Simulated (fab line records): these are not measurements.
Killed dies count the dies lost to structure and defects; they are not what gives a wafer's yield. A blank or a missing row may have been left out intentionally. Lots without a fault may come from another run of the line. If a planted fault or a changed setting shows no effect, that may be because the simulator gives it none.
What tool caused it? || flow nand-harc || 72 wafers from 24 lots sampled at 6 of the route's 1302 steps

## WHAT THE GAUGES SHOWED, per wafer
NHARC_A_CONTACT_INSPECT_71. Usual: raw-defect-count reads 77 (standard deviation 31).
{"lot": "L074", "measured": "day 21 17:55", "on": "defect-inspect-01", "raw-defect-count": "55 65 59", "flag": ""}
{"lot": "L076", "measured": "day 22 01:56", "on": "defect-inspect-01", "raw-defect-count": "80 102 106", "flag": ""}
{"lot": "L075", "measured": "day 22 08:12", "on": "defect-inspect-02", "raw-defect-count": "51 56 41", "flag": ""}
{"lot": "L078", "measured": "day 22 22:16", "on": "defect-inspect-02", "raw-defect-count": "118 109 102", "flag": ""}
{"lot": "L077", "measured": "day 22 22:46", "on": "defect-inspect-01", "raw-defect-count": "64 45 69", "flag": ""}
{"lot": "L079", "measured": "day 23 07:40", "on": "defect-inspect-02", "raw-defect-count": "98 103 106", "flag": ""}
{"lot": "L081", "measured": "day 24 19:00", "on": "defect-inspect-02", "raw-defect-count": "89 77 74", "flag": ""}
{"lot": "L080", "measured": "day 25 09:21", "on": "defect-inspect-02", "raw-defect-count": "116 119 108", "flag": ""}
{"lot": "L083", "measured": "day 25 16:16", "on": "defect-inspect-01", "raw-defect-count": "146 109 121", "flag": ""}
{"lot": "L082", "measured": "day 25 19:26", "on": "defect-inspect-02", "raw-defect-count": "44 32 40", "flag": ""}
{"lot": "L084", "measured": "day 25 23:04", "on": "defect-inspect-01", "raw-defect-count": "52 63 72", "flag": ""}
{"lot": "L085", "measured": "day 26 11:08", "on": "defect-inspect-02", "raw-defect-count": "37 41 29", "flag": ""}
{"lot": "L087", "measured": "day 27 04:55", "on": "defect-inspect-02", "raw-defect-count": "29 17 19", "flag": ""}
{"lot": "L086", "measured": "day 27 03:48", "on": "defect-inspect-01", "raw-defect-count": "100 109 96", "flag": ""}
{"lot": "L088", "measured": "day 27 19:04", "on": "defect-inspect-01", "raw-defect-count": "109 109 108", "flag": ""}
{"lot": "L089", "measured": "day 27 22:15", "on": "defect-inspect-01", "raw-defect-count": "48 49 32", "flag": ""}
{"lot": "L091", "measured": "day 28 07:36", "on": "defect-inspect-01", "raw-defect-count": "75 80 68", "flag": ""}
{"lot": "L090", "measured": "day 28 17:04", "on": "defect-inspect-02", "raw-defect-count": "89 70 64", "flag": ""}
{"lot": "L092", "measured": "day 29 09:31", "on": "defect-inspect-01", "raw-defect-count": "104 116 97", "flag": ""}
{"lot": "L093", "measured": "day 29 22:35", "on": "defect-inspect-01", "raw-defect-count": "122 109 110", "flag": ""}
{"lot": "L094", "measured": "day 31 01:46", "on": "defect-inspect-01", "raw-defect-count": "88 94 96", "flag": ""}
{"lot": "L097", "measured": "day 31 05:40", "on": "defect-inspect-01", "raw-defect-count": "86 84 82", "flag": ""}
{"lot": "L096", "measured": "day 31 05:00", "on": "defect-inspect-01", "raw-defect-count": "26 20 19", "flag": ""}
{"lot": "L095", "measured": "day 31 09:58", "on": "defect-inspect-01", "raw-defect-count": "97 66 75", "flag": ""}

NHARC_A_CONTACT_CD_MEAS_80. Usual: cd-nm reads 290.0 nm (standard deviation 0.77).
{"lot": "L074", "measured": "day 21 22:09", "on": "cd-sem-03", "cd-nm (nm)": "287.9 289.0 289.4", "flag": ""}
{"lot": "L076", "measured": "day 22 06:10", "on": "cd-sem-01", "cd-nm (nm)": "289.7 289.9 290.6", "flag": ""}
{"lot": "L075", "measured": "day 22 12:25", "on": "cd-sem-01", "cd-nm (nm)": "289.5 289.9 290.5", "flag": ""}
{"lot": "L078", "measured": "day 23 03:01", "on": "cd-sem-01", "cd-nm (nm)": "290.7 290.2 290.1", "flag": ""}
{"lot": "L077", "measured": "day 23 04:58", "on": "cd-sem-03", "cd-nm (nm)": "290.0 291.3 290.8", "flag": ""}
{"lot": "L079", "measured": "day 23 12:18", "on": "cd-sem-01", "cd-nm (nm)": "289.6 289.6 290.1", "flag": ""}
{"lot": "L081", "measured": "day 25 00:35", "on": "cd-sem-03", "cd-nm (nm)": "289.7 291.4 290.5", "flag": ""}
{"lot": "L080", "measured": "day 25 13:37", "on": "cd-sem-02", "cd-nm (nm)": "289.3 289.7 289.5", "flag": ""}
{"lot": "L083", "measured": "day 25 21:02", "on": "cd-sem-03", "cd-nm (nm)": "290.3 290.6 291.7", "flag": ""}
{"lot": "L082", "measured": "day 26 00:27", "on": "cd-sem-01", "cd-nm (nm)": "289.2 289.4 289.6", "flag": ""}
{"lot": "L084", "measured": "day 26 03:33", "on": "cd-sem-02", "cd-nm (nm)": "289.6 290.4 289.8", "flag": ""}
{"lot": "L085", "measured": "day 26 15:20", "on": "cd-sem-03", "cd-nm (nm)": "289.8 289.8 290.2", "flag": ""}
{"lot": "L087", "measured": "day 27 09:28", "on": "cd-sem-02", "cd-nm (nm)": "288.7 288.8 289.1", "flag": ""}
{"lot": "L086", "measured": "day 27 08:02", "on": "cd-sem-02", "cd-nm (nm)": "289.7 289.8 289.9", "flag": ""}
{"lot": "L088", "measured": "day 27 23:58", "on": "cd-sem-02", "cd-nm (nm)": "290.1 289.9 289.4", "flag": ""}
{"lot": "L089", "measured": "day 28 03:37", "on": "cd-sem-03", "cd-nm (nm)": "290.2 289.9 290.0", "flag": ""}
{"lot": "L091", "measured": "day 28 12:01", "on": "cd-sem-03", "cd-nm (nm)": "288.4 289.2 288.6", "flag": ""}
{"lot": "L090", "measured": "day 28 21:17", "on": "cd-sem-01", "cd-nm (nm)": "290.4 291.2 291.0", "flag": ""}
{"lot": "L092", "measured": "day 29 14:05", "on": "cd-sem-03", "cd-nm (nm)": "291.4 291.0 292.0", "flag": ""}
{"lot": "L093", "measured": "day 30 02:49", "on": "cd-sem-02", "cd-nm (nm)": "289.3 288.6 288.6", "flag": ""}
{"lot": "L094", "measured": "day 31 05:59", "on": "cd-sem-01", "cd-nm (nm)": "290.3 290.4 289.8", "flag": ""}
{"lot": "L097", "measured": "day 31 11:34", "on": "cd-sem-03", "cd-nm (nm)": "288.7 289.6 289.3", "flag": ""}
{"lot": "L096", "measured": "day 31 09:13", "on": "cd-sem-03", "cd-nm (nm)": "289.2 290.2 290.5", "flag": ""}
{"lot": "L095", "measured": "day 31 14:29", "on": "cd-sem-03", "cd-nm (nm)": "289.8 290.3 290.1", "flag": ""}

## WHICH TOOL RAN EACH LOT (tool, then ch and the chambers of the sampled wafers, then the start)
{"lot": "L074", "NHARC_A_CONTACT_DEP_24": "pecvd-02 ch 0,2, day 20 21:18", "NHARC_A_CONTACT_ETCH_116": "har-cap-etch-03 ch 0,1, day 21 06:38", "NHARC_A_CONTACT_ETCH_118": "har-cap-etch-03 ch 0,1, day 21 06:59", "NHARC_A_CONTACT_DEP_58": "pecvd-02 ch 0,1,2, day 21 17:07"}
{"lot": "L076", "NHARC_A_CONTACT_DEP_24": "pecvd-02 ch 1,2, day 21 08:50", "NHARC_A_CONTACT_ETCH_116": "har-cap-etch-03 ch 0,1, day 21 17:31", "NHARC_A_CONTACT_ETCH_118": "har-cap-etch-03 ch 0,1, day 21 17:50", "NHARC_A_CONTACT_DEP_58": "pecvd-03 ch 0,1,2, day 22 01:13"}
{"lot": "L075", "NHARC_A_CONTACT_DEP_24": "pecvd-03 ch 1,2, day 21 14:03", "NHARC_A_CONTACT_ETCH_116": "har-cap-etch-02 ch 0,1, day 22 00:45", "NHARC_A_CONTACT_ETCH_118": "har-cap-etch-02 ch 0,1, day 22 01:05", "NHARC_A_CONTACT_DEP_58": "pecvd-02 ch 0,1, day 22 07:32"}
{"lot": "L078", "NHARC_A_CONTACT_DEP_24": "pecvd-02 ch 1,2, day 22 02:25", "NHARC_A_CONTACT_ETCH_116": "har-cap-etch-03 ch 0,1, day 22 10:56", "NHARC_A_CONTACT_ETCH_118": "har-cap-etch-03 ch 0,1, day 22 11:16", "NHARC_A_CONTACT_DEP_58": "pecvd-03 ch 0,2, day 22 21:32"}
{"lot": "L077", "NHARC_A_CONTACT_DEP_24": "pecvd-01 ch 0,1, day 22 02:51", "NHARC_A_CONTACT_ETCH_116": "har-cap-etch-01 ch 0,1, day 22 11:38", "NHARC_A_CONTACT_ETCH_118": "har-cap-etch-01 ch 0,1, day 22 12:05", "NHARC_A_CONTACT_DEP_58": "pecvd-02 ch 0,1,2, day 22 21:58"}
{"lot": "L079", "NHARC_A_CONTACT_DEP_24": "pecvd-03 ch 0,1, day 22 12:35", "NHARC_A_CONTACT_ETCH_116": "har-cap-etch-01 ch 1, day 22 23:22", "NHARC_A_CONTACT_ETCH_118": "har-cap-etch-01 ch 1, day 22 23:50", "NHARC_A_CONTACT_DEP_58": "pecvd-03 ch 0,2, day 23 06:50"}
{"lot": "L081", "NHARC_A_CONTACT_DEP_24": "pecvd-03 ch 0,2, day 24 01:55", "NHARC_A_CONTACT_ETCH_116": "har-cap-etch-03 ch 0,1, day 24 11:32", "NHARC_A_CONTACT_ETCH_118": "har-cap-etch-03 ch 0,1, day 24 11:53", "NHARC_A_CONTACT_DEP_58": "pecvd-01 ch 0,1,2, day 24 18:13"}
{"lot": "L080", "NHARC_A_CONTACT_DEP_24": "pecvd-01 ch 0,2, day 24 14:17", "NHARC_A_CONTACT_ETCH_116": "har-cap-etch-01 ch 0,1, day 24 22:41", "NHARC_A_CONTACT_ETCH_118": "har-cap-etch-01 ch 0,1, day 24 23:01", "NHARC_A_CONTACT_DEP_58": "pecvd-03 ch 0,1,2, day 25 08:31"}
{"lot": "L083", "NHARC_A_CONTACT_DEP_24": "pecvd-01 ch 1,2, day 24 23:52", "NHARC_A_CONTACT_ETCH_116": "har-cap-etch-03 ch 0,1, day 25 08:45", "NHARC_A_CONTACT_ETCH_118": "har-cap-etch-03 ch 0,1, day 25 09:05", "NHARC_A_CONTACT_DEP_58": "pecvd-01 ch 0,2, day 25 15:27"}
{"lot": "L082", "NHARC_A_CONTACT_DEP_24": "pecvd-03 ch 0,2, day 24 23:57", "NHARC_A_CONTACT_ETCH_116": "har-cap-etch-01 ch 0,1, day 25 09:56", "NHARC_A_CONTACT_ETCH_118": "har-cap-etch-01 ch 0,1, day 25 10:17", "NHARC_A_CONTACT_DEP_58": "pecvd-01 ch 0,1, day 25 18:43"}
{"lot": "L084", "NHARC_A_CONTACT_DEP_24": "pecvd-02 ch 0,1,2, day 25 06:16", "NHARC_A_CONTACT_ETCH_116": "har-cap-etch-03 ch 0,1, day 25 14:52", "NHARC_A_CONTACT_ETCH_118": "har-cap-etch-03 ch 0,1, day 25 15:13", "NHARC_A_CONTACT_DEP_58": "pecvd-03 ch 0,2, day 25 22:21"}
{"lot": "L085", "NHARC_A_CONTACT_DEP_24": "pecvd-03 ch 0,2, day 25 15:29", "NHARC_A_CONTACT_ETCH_116": "har-cap-etch-03 ch 0,1, day 26 02:35", "NHARC_A_CONTACT_ETCH_118": "har-cap-etch-03 ch 0,1, day 26 02:55", "NHARC_A_CONTACT_DEP_58": "pecvd-03 ch 1,2, day 26 10:27"}
{"lot": "L087", "NHARC_A_CONTACT_DEP_24": "pecvd-02 ch 1,2, day 26 11:21", "NHARC_A_CONTACT_ETCH_116": "har-cap-etch-03 ch 0,1, day 26 21:30", "NHARC_A_CONTACT_ETCH_118": "har-cap-etch-03 ch 0,1, day 26 21:51", "NHARC_A_CONTACT_DEP_58": "pecvd-03 ch 0,2, day 27 04:08"}
{"lot": "L086", "NHARC_A_CONTACT_DEP_24": "pecvd-01 ch 0,1,2, day 26 11:28", "NHARC_A_CONTACT_ETCH_116": "har-cap-etch-01 ch 0,1, day 26 20:33", "NHARC_A_CONTACT_ETCH_118": "har-cap-etch-01 ch 0,1, day 26 20:53", "NHARC_A_CONTACT_DEP_58": "pecvd-02 ch 0,1,2, day 27 03:10"}
{"lot": "L088", "NHARC_A_CONTACT_DEP_24": "pecvd-02 ch 0,1,2, day 27 02:41", "NHARC_A_CONTACT_ETCH_116": "har-cap-etch-02 ch 0,1, day 27 11:46", "NHARC_A_CONTACT_ETCH_118": "har-cap-etch-02 ch 0,1, day 27 12:06", "NHARC_A_CONTACT_DEP_58": "pecvd-01 ch 0,1,2, day 27 18:21"}
{"lot": "L089", "NHARC_A_CONTACT_DEP_24": "pecvd-01 ch 0,1, day 27 02:54", "NHARC_A_CONTACT_ETCH_116": "har-cap-etch-01 ch 0,1, day 27 12:41", "NHARC_A_CONTACT_ETCH_118": "har-cap-etch-01 ch 0,1, day 27 13:01", "NHARC_A_CONTACT_DEP_58": "pecvd-03 ch 0,1, day 27 21:35"}
{"lot": "L091", "NHARC_A_CONTACT_DEP_24": "pecvd-01 ch 0,2, day 27 15:03", "NHARC_A_CONTACT_ETCH_116": "har-cap-etch-01 ch 0,1, day 28 00:01", "NHARC_A_CONTACT_ETCH_118": "har-cap-etch-01 ch 0,1, day 28 00:22", "NHARC_A_CONTACT_DEP_58": "pecvd-03 ch 0,1, day 28 06:47"}
{"lot": "L090", "NHARC_A_CONTACT_DEP_24": "pecvd-03 ch 1,2, day 28 01:13", "NHARC_A_CONTACT_ETCH_116": "har-cap-etch-01 ch 0,1, day 28 09:37", "NHARC_A_CONTACT_ETCH_118": "har-cap-etch-01 ch 0,1, day 28 09:57", "NHARC_A_CONTACT_DEP_58": "pecvd-01 ch 0,1,2, day 28 16:14"}
{"lot": "L092", "NHARC_A_CONTACT_DEP_24": "pecvd-03 ch 0,1, day 28 11:23", "NHARC_A_CONTACT_ETCH_116": "har-cap-etch-03 ch 0,1, day 28 19:57", "NHARC_A_CONTACT_ETCH_118": "har-cap-etch-03 ch 0,1, day 28 20:17", "NHARC_A_CONTACT_DEP_58": "pecvd-02 ch 0,2, day 29 08:42"}
{"lot": "L093", "NHARC_A_CONTACT_DEP_24": "pecvd-03 ch 0,1, day 29 06:51", "NHARC_A_CONTACT_ETCH_116": "har-cap-etch-03 ch 0,1, day 29 15:14", "NHARC_A_CONTACT_ETCH_118": "har-cap-etch-03 ch 0,1, day 29 15:35", "NHARC_A_CONTACT_DEP_58": "pecvd-02 ch 1,2, day 29 21:46"}
{"lot": "L094", "NHARC_A_CONTACT_DEP_24": "pecvd-01 ch 0,2, day 30 08:36", "NHARC_A_CONTACT_ETCH_116": "har-cap-etch-01 ch 0,1, day 30 17:11", "NHARC_A_CONTACT_ETCH_118": "har-cap-etch-01 ch 0,1, day 30 17:31", "NHARC_A_CONTACT_DEP_58": "pecvd-03 ch 0,1, day 31 00:57"}
{"lot": "L097", "NHARC_A_CONTACT_DEP_24": "pecvd-03 ch 0,2, day 30 08:41", "NHARC_A_CONTACT_ETCH_116": "har-cap-etch-03 ch 0,1, day 30 20:14", "NHARC_A_CONTACT_ETCH_118": "har-cap-etch-03 ch 0,1, day 30 20:34", "NHARC_A_CONTACT_DEP_58": "pecvd-01 ch 0,1, day 31 04:51"}
{"lot": "L096", "NHARC_A_CONTACT_DEP_24": "pecvd-02 ch 0,1,2, day 30 08:44", "NHARC_A_CONTACT_ETCH_116": "har-cap-etch-02 ch 0,1, day 30 19:20", "NHARC_A_CONTACT_ETCH_118": "har-cap-etch-02 ch 0,1, day 30 19:40", "NHARC_A_CONTACT_DEP_58": "pecvd-02 ch 0,1,2, day 31 04:09"}
{"lot": "L095", "NHARC_A_CONTACT_DEP_24": "pecvd-03 ch 0,1,2, day 30 14:52", "NHARC_A_CONTACT_ETCH_116": "har-cap-etch-01 ch 0,1, day 31 01:24", "NHARC_A_CONTACT_ETCH_118": "har-cap-etch-01 ch 0,1, day 31 01:58", "NHARC_A_CONTACT_DEP_58": "pecvd-03 ch 0,1,2, day 31 09:20"}
- NHARC_A_CONTACT_DEP_24: deposits SiO2, target thk 500 nm.
- NHARC_A_CONTACT_ETCH_116: etches the open film in C4F8/O2/Ar, time 190 s, target depth 1850 nm.
- NHARC_A_CONTACT_ETCH_118: etches the open film in C4F8/O2/Ar, time 190 s, target depth 1850 nm.
- NHARC_A_CONTACT_DEP_58: deposits SiON, target thk 90 nm.

## AS READ BY THE TOOLS THEMSELVES (means over the sampled wafers that have a number; for cases with no such wafer, the mark the record gives instead)
NHARC_A_CONTACT_DEP_24. Usual: heater-power-w 514 W, standard deviation 80; throttle-valve-pct 16.1 %, standard deviation 0.77.
{"lot": "L074", "tool": "pecvd-02", "heater-power-w (W)": 599, "throttle-valve-pct (%)": 15.6, "flag": ""}
{"lot": "L076", "tool": "pecvd-02", "heater-power-w (W)": 527, "throttle-valve-pct (%)": 15.5, "flag": ""}
{"lot": "L075", "tool": "pecvd-03", "heater-power-w (W)": 450, "throttle-valve-pct (%)": 16.0, "flag": ""}
{"lot": "L078", "tool": "pecvd-02", "heater-power-w (W)": 514, "throttle-valve-pct (%)": 16.4, "flag": ""}
{"lot": "L077", "tool": "pecvd-01", "heater-power-w (W)": 605, "throttle-valve-pct (%)": 16.1, "flag": ""}
{"lot": "L079", "tool": "pecvd-03", "heater-power-w (W)": 418, "throttle-valve-pct (%)": 16.7, "flag": ""}
{"lot": "L081", "tool": "pecvd-03", "heater-power-w (W)": 518, "throttle-valve-pct (%)": 16.7, "flag": ""}
{"lot": "L080", "tool": "pecvd-01", "heater-power-w (W)": 573, "throttle-valve-pct (%)": 16.5, "flag": ""}
{"lot": "L083", "tool": "pecvd-01", "heater-power-w (W)": 501, "throttle-valve-pct (%)": 15.8, "flag": ""}
{"lot": "L082", "tool": "pecvd-03", "heater-power-w (W)": 490, "throttle-valve-pct (%)": 15.6, "flag": ""}
{"lot": "L084", "tool": "pecvd-02", "heater-power-w (W)": 574, "throttle-valve-pct (%)": 15.9, "flag": ""}
{"lot": "L085", "tool": "pecvd-03", "heater-power-w (W)": 469, "throttle-valve-pct (%)": 15.8, "flag": ""}
{"lot": "L087", "tool": "pecvd-02", "heater-power-w (W)": 516, "throttle-valve-pct (%)": 15.9, "flag": ""}
{"lot": "L086", "tool": "pecvd-01", "heater-power-w (W)": 569, "throttle-valve-pct (%)": 16.0, "flag": ""}
{"lot": "L088", "tool": "pecvd-02", "heater-power-w (W)": 534, "throttle-valve-pct (%)": 15.9, "flag": ""}
{"lot": "L089", "tool": "pecvd-01", "heater-power-w (W)": 547, "throttle-valve-pct (%)": 16.0, "flag": ""}
{"lot": "L091", "tool": "pecvd-01", "heater-power-w (W)": 494, "throttle-valve-pct (%)": 15.9, "flag": ""}
{"lot": "L090", "tool": "pecvd-03", "heater-power-w (W)": 468, "throttle-valve-pct (%)": 15.9, "flag": ""}
{"lot": "L092", "tool": "pecvd-03", "heater-power-w (W)": 447, "throttle-valve-pct (%)": 16.6, "flag": ""}
{"lot": "L093", "tool": "pecvd-03", "heater-power-w (W)": 465, "throttle-valve-pct (%)": 16.8, "flag": ""}
{"lot": "L094", "tool": "pecvd-01", "heater-power-w (W)": 480, "throttle-valve-pct (%)": 16.1, "flag": ""}
{"lot": "L097", "tool": "pecvd-03", "heater-power-w (W)": 439, "throttle-valve-pct (%)": 16.5, "flag": ""}
{"lot": "L096", "tool": "pecvd-02", "heater-power-w (W)": 551, "throttle-valve-pct (%)": 16.0, "flag": ""}
{"lot": "L095", "tool": "pecvd-03", "heater-power-w (W)": 475, "throttle-valve-pct (%)": 16.2, "flag": ""}

NHARC_A_CONTACT_DEP_58. Usual: heater-power-w reads 711 W (standard deviation 77).
{"lot": "L074", "tool": "pecvd-02", "heater-power-w (W)": 733, "flag": ""}
{"lot": "L076", "tool": "pecvd-03", "heater-power-w (W)": 651, "flag": ""}
{"lot": "L075", "tool": "pecvd-02", "heater-power-w (W)": 791, "flag": ""}
{"lot": "L078", "tool": "pecvd-03", "heater-power-w (W)": 709, "flag": ""}
{"lot": "L077", "tool": "pecvd-02", "heater-power-w (W)": 774, "flag": ""}
{"lot": "L079", "tool": "pecvd-03", "heater-power-w (W)": 728, "flag": ""}
{"lot": "L081", "tool": "pecvd-01", "heater-power-w (W)": 717, "flag": ""}
{"lot": "L080", "tool": "pecvd-03", "heater-power-w (W)": 692, "flag": ""}
{"lot": "L083", "tool": "pecvd-01", "heater-power-w (W)": 817, "flag": ""}
{"lot": "L082", "tool": "pecvd-01", "heater-power-w (W)": 793, "flag": ""}
{"lot": "L084", "tool": "pecvd-03", "heater-power-w (W)": 655, "flag": ""}
{"lot": "L085", "tool": "pecvd-03", "heater-power-w (W)": 727, "flag": ""}
{"lot": "L087", "tool": "pecvd-03", "heater-power-w (W)": 645, "flag": ""}
{"lot": "L086", "tool": "pecvd-02", "heater-power-w (W)": 733, "flag": ""}
{"lot": "L088", "tool": "pecvd-01", "heater-power-w (W)": 758, "flag": ""}
{"lot": "L089", "tool": "pecvd-03", "heater-power-w (W)": 623, "flag": ""}
{"lot": "L091", "tool": "pecvd-03", "heater-power-w (W)": 610, "flag": ""}
{"lot": "L090", "tool": "pecvd-01", "heater-power-w (W)": 754, "flag": ""}
{"lot": "L092", "tool": "pecvd-02", "heater-power-w (W)": 692, "flag": ""}
{"lot": "L093", "tool": "pecvd-02", "heater-power-w (W)": 676, "flag": ""}
{"lot": "L094", "tool": "pecvd-03", "heater-power-w (W)": 597, "flag": ""}
{"lot": "L097", "tool": "pecvd-01", "heater-power-w (W)": 789, "flag": ""}
{"lot": "L096", "tool": "pecvd-02", "heater-power-w (W)": 719, "flag": ""}
{"lot": "L095", "tool": "pecvd-03", "heater-power-w (W)": 682, "flag": ""}

## THE ANSWER, worked out from the rows above alone
Rule: a lot is off if the mean of its wafers that have a number lies more than 3 standard deviations from the usual mean. A lot without any number at a reading at which 4 lots or more have one is off too. Where the step has rows for the other lots, those lots are counted as sound. The gauges are gone through in route order, then the tools' own readings, and for those a lot's mean is taken as printed above. At the first step where some lot is off, the reading lying furthest off is the one used; lots without a number count as furthest.
Across all readings shown, no lot is off: no conclusion can be drawn from this.

## WHAT WAS PUT IN BY THE SIMULATOR
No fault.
